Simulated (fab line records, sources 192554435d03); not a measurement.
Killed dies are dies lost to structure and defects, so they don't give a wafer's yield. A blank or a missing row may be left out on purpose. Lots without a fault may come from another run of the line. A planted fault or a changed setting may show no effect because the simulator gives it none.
A struck lot beside a sound one | flow n5_finfet | 41 steps out of a route of 1938
Sound: wafers L155.1, L155.2, L155.5. Struck: wafers L143.1, L143.2, L143.4. The cause comes at the end.
At each step with rows: each side's tool, then ch and its chambers, then its first start. Under that, the readings that differ: sound wafers | struck wafers | difference of the means | sigmas: that difference in standard deviations of wafers without a fault.
alike: readings whose means differ by less than 2 such deviations, and words and numbers that are the same on both sides. not compared: withheld readings, readings that some wafer has no value for, bounds like >300 that may hide the same value, and numbers for which the record gives no deviation and whose values overlap.
The two part at a step that has a row with sigmas, a row that says differs or no value, or rows on one side only. Numbers that don't overlap but have no deviation are shown without sigmas and don't part them. A reading that every wafer of one side lacks parts them only if that side has two wafers or more.

first, 11 steps without rows for these wafers: N5_BEOL_M0_SAQP_MANDREL_ETCH_20 (etches a-Si in HBr/Cl2, stops on SiNx, target depth 60 nm, bt time 10 s, time 30 s); N5_BEOL_M0_SAQP_STRIP_86 (strips in N2/H2); N5_BEOL_M0_SAQP_STRIP_115 (strips in post etch residue remover, time 60 s); N5_BEOL_M0_SAQP_SRD_93 (time 30 s); N5_BEOL_M0_SAQP_RECESS_114 (chemistry HF/NH3, target SiO2, target depth 14.4 nm, afs cycles 3, sublimation time 60 s); N5_BEOL_M0_SAQP_SPACER1_ALD_98 (deposits SiO2, target thk 12.8 nm, pulse time 1 s, purge time 2 s); N5_BEOL_M0_SAQP_SPACER1_ETCHBACK_99 (etches SiO2 in CHF3/O2, target depth 15.4 nm, time 7.7 s); N5_BEOL_M0_SAQP_MANDREL1_REMOVE_100 (chemistry HBr/Cl2/O2, target a-Si, stops on SiNx, bt time 10 s); N5_BEOL_M0_SAQP_ETCH_101 (etches SiNx in CH3F/O2, target depth 29.9 nm, time 42.7 s); N5_BEOL_M0_SAQP_ETCH_102 (etches SiO2 in CF4, target depth 4 nm, time 4.4 s); N5_BEOL_M0_SAQP_MANDREL_ETCH_103 (etches a-Si in HBr/Cl2, stops on SiCN, target depth 45 nm, bt time 10 s, time 27 s).
N5_BEOL_M0_SAQP_RECESS_104: chemistry HF/NH3, target SiO2, target depth 18 nm, afs cycles 3, sublimation time 60 s.
  sound on vapor_etch-01 ch 0,1, day 11 07:44; struck on vapor_etch-02 ch 0,1, day 8 12:53
  alike: drypump_motor_current_A
then, 17 steps without rows for these wafers: N5_BEOL_M0_SAQP_COAT_105 (time 60 s, resist thk 100 nm); N5_BEOL_M0_SAQP_ETCH_106 (etches SOC in N2/H2, stops on SiNx, target depth 150 nm); N5_BEOL_M0_SAQP_ETCH_107 (etches SiNx in CH3F/O2, target depth 30 nm); N5_BEOL_M0_SAQP_STRIP_108 (strips in N2/H2); N5_BEOL_M0_SAQP_RECESS_109 (chemistry HF/NH3, target SiO2, target depth 3 nm, afs cycles 1, sublimation time 60 s); N5_BEOL_M0_SAQP_SPACER2_ALD_26 (deposits SiO2, target thk 15 nm, pulse time 1 s, purge time 2 s); N5_BEOL_M0_SAQP_SPACER2_ETCHBACK_27 (etches SiO2 in CHF3/O2, target depth 22.5 nm, time 11.25 s); N5_BEOL_M0_SAQP_MANDREL2_REMOVE_110 (chemistry HBr/Cl2/O2, target a-Si, stops on SiCN, bt time 10 s); N5_BEOL_M0_SAQP_COAT_69 (time 60 s, resist thk 90 nm); N5_BEOL_M0_SAQP_COAT_72 (time 60 s, resist thk 15 nm); N5_BEOL_M0_SAQP_COAT_87 (time 60 s, resist thk 5 nm); N5_BEOL_M0_SAQP_COAT_34 (resist thk 30 nm); N5_BEOL_M0_SAQP_EBR_36; N5_BEOL_M0_SAQP_SOFTBAKE_35 (time 60 s); N5_BEOL_M0_SAQP_EXPOSE_37 (exposes mask M0 CUT1, target cd 30 nm); N5_BEOL_M0_SAQP_PEB_38 (peb time 60 s); N5_BEOL_M0_SAQP_DEVELOP_39 (develop time 30 s).
N5_BEOL_M0_SAQP_INSPECT_42: inspects for defects (brightfield).
  sound on defect_inspect-01, day 11 11:29; struck on defect_inspect-02, day 8 14:47
  reading          | sound       | struck      | difference | sigmas
  raw_defect_count | 235 265 184 | 796 757 823 | +564       | +8
then, 8 steps without rows for these wafers: N5_BEOL_M0_SAQP_DESCUM_45 (chemistry O2, time 7 s); N5_BEOL_M0_SAQP_ETCH_88 (etches underlayer in N2/H2, target depth 6.5 nm, time 5.2 s); N5_BEOL_M0_SAQP_ETCH_73 (etches SiARC in CF4, target depth 19.5 nm, time 32.5 s); N5_BEOL_M0_SAQP_CUT_ETCH_46 (etches SOC in N2/H2, target depth 135 nm, overetch 27 nm, time 202.5 s); N5_BEOL_M0_SAQP_STRIP_74 (strips in N2/H2); N5_BEOL_M0_SAQP_STRIP_89 (strips in N2/H2); N5_BEOL_M0_SAQP_ALD_48 (deposits SiO2, target thk 20 nm, pulse time 1 s, co reactant pulse time 1 s); N5_BEOL_M0_SAQP_ETCH_49 (etches SiO2 in CF4/O2, target depth 37 nm).
N5_BEOL_M0_CUTY_INSPECT_59: inspects for defects (macro).
  sound on defect_inspect-02, day 11 13:08; struck on defect_inspect-02, day 8 16:11
  reading          | sound | struck         | difference | sigmas
  raw_defect_count | 1 1 1 | >300 >300 >300 | differs    |
-- the record jumps here: 3 days lie between the struck wafers' starts before and after (it left off in module BEOL_M0_CUTY and takes up again in module BEOL_M4, whose first step shown is number 1111 of the route) --
N5_BEOL_M4_RC_MEAS_101:
  sound on prober-01 ch 0, day 15 03:34; struck on prober-01 ch 0, day 11 15:01
  alike: DIBL_N, DIBL_P, IOFF_N, IOFF_P, ION_N, ION_P, SS_N, SS_P, VT_N, VT_P
-- the record jumps here: 4 days lie between the struck wafers' starts before and after (it left off in module BEOL_M4 and takes up again in module PASSIVATION, whose first step shown is number 1936 of the route) --
N5_PASSIVATION_PROBE_49:
  the record has rows for the struck wafers here (prober-01, day 16 01:20) and none for the sound ones

WHERE THEY PART
First at N5_BEOL_M0_SAQP_INSPECT_42; last, within this record, at N5_PASSIVATION_PROBE_49.

WHY: what the simulator had put in
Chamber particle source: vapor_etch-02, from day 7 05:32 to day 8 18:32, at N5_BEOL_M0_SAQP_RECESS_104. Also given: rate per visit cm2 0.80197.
